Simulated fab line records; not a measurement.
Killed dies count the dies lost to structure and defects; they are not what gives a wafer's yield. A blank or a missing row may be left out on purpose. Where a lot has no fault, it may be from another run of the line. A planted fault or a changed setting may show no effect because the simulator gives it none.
A struck lot beside a sound one ; flow n5-finfet ; 35 out of 1938 route steps
Sound: these wafers, L396.1, L396.3, L396.6. Struck: wafer L389.4 (left out: L389.2, L389.3 of the same lot, which were not struck); the cause appears at the end.
For every step that has rows: the tool of each side, followed by ch and its chambers, followed by its first start. Under that, the readings that differ: sound wafers ; struck wafers ; difference of the means ; sigmas: that difference in standard deviations of wafers without a fault.
alike: a reading whose means differ by less than 2 such deviations, as well as words and numbers matching on both sides. not compared: withheld readings; readings where some wafer has no value; bounds like >300 that might hide an equal value; numbers whose values overlap and for which the record gives no deviation.
A row with sigmas, a row that says differs or no value, or rows on one side alone: a step with any of these is where the two part. When numbers do not overlap yet have no deviation, they are printed without sigmas and do not part them. A reading missing from all wafers of one side parts the sides only when that side holds two or more wafers.

first, 9 steps without rows for these wafers: N5_BEOL_M10_ALD_74 (deposits TaN, target thk 2 nm, pulse time 2 s, purge time 3 s); N5_BEOL_M10_SURFACE_TREAT_76; N5_BEOL_M10_CVD_75 (deposits Co from CCTBA/H2, target thk 2 nm, time 138.9 s); N5_BEOL_M10_SPUTTER_48 (material Cu, target thk 12 nm, time 2 s); N5_BEOL_M10_ECD_50 (material Cu, target thk 318 nm); N5_BEOL_M10_ANNEAL_51 (time 90 s); N5_BEOL_M10_CMP_52 (polishes, stops on SiCOH lowk, t overpolish 7 s, target thk 140 nm); N5_BEOL_M10_PRE_CLEAN_55 (time 15 s); N5_BEOL_M10_DEP_56 (deposits SiCN from 3MS/NH3, target thk 15 nm, time 26.5 s).
N5_BEOL_M11_ILD_DEP_00: deposits SiCOH lowk from DEMS/porogen, target thk 308.51 nm, time 58 s.
  sound on pecvd-04 ch 0,2, day 15 14:40; struck on pecvd-02 ch 1, day 14 01:30
reading;sound;struck;difference;sigmas
model.SiCOH_lowk_of_BEOL_M11_ILD_DEP_00.thk-nm (nm);304.4 304.8 304.4;300.4;-4.1;
  alike: heater-power-w, showerhead-plenum-p-Torr, throttle-valve-pct
then, 24 steps without rows for these wafers: N5_BEOL_M11_CURE_71 (cures SiCOH lowk, time 240 s); N5_BEOL_M11_PECVD_70 (deposits SiO2 from TEOS/O2, target thk 20 nm, time 22.7 s); N5_BEOL_M11_HM_DEP_02 (deposits TiN, target thk 20 nm); N5_BEOL_M11_COAT_59 (time 60 s, resist thk 100 nm); N5_BEOL_M11_COAT_60 (time 60 s, resist thk 30 nm); N5_BEOL_M11_COAT_05 (resist thk 90 nm); N5_BEOL_M11_EBR_07; N5_BEOL_M11_SOFTBAKE_06 (time 60 s); N5_BEOL_M11_EXPOSE_08 (exposes mask M11); N5_BEOL_M11_PEB_09 (peb time 60 s); N5_BEOL_M11_DEVELOP_10 (develop time 30 s); N5_BEOL_M11_DESCUM_16 (chemistry O2, time 7.9 s); N5_BEOL_M11_ETCH_61 (etches SiARC in CF4, target depth 39 nm, time 65 s); N5_BEOL_M11_ETCH_62 (etches SOC in N2/H2, target depth 110 nm, overetch 22 nm, time 165 s); N5_BEOL_M11_STRIP_68 (strips in N2/H2); N5_BEOL_M11_STRIP_67 (strips in CF4); N5_BEOL_M11_HM_OPEN_17 (chemistry Cl2/BCl3, target TiN, target depth 20 nm, overetch 6 nm); N5_BEOL_M11_STRIP_19 (strips in O2); N5_BEOL_M11_COAT_63 (time 60 s, resist thk 100 nm); N5_BEOL_M11_COAT_64 (time 60 s, resist thk 30 nm); N5_BEOL_M11_COAT_22 (resist thk 90 nm); N5_BEOL_M11_EBR_24; N5_BEOL_M11_SOFTBAKE_23 (time 60 s); N5_BEOL_M11_EXPOSE_25 (exposes mask V10).
N5_BEOL_M11_CMP_52: polishes, stops on SiCOH lowk, t overpolish 7 s, target thk 140 nm.
  sound on cmp-01 ch 1,3, day 15 20:37; struck on cmp-01 ch 2, day 14 10:02
reading;sound;struck;difference;sigmas
model.SiCOH_lowk_of_BEOL_M11_ILD_DEP_00.thk-nm (nm);261.4 261.8 261.4;257.8;-3.7;
  alike: barrier-field-endpoint-s, motor-current-A, overpolish-run-s, slurry-flow-ml-min, time-to-endpoint-s

== WHERE THEY PART ==
Nowhere in this record.

WHY: the cause the simulator had injected
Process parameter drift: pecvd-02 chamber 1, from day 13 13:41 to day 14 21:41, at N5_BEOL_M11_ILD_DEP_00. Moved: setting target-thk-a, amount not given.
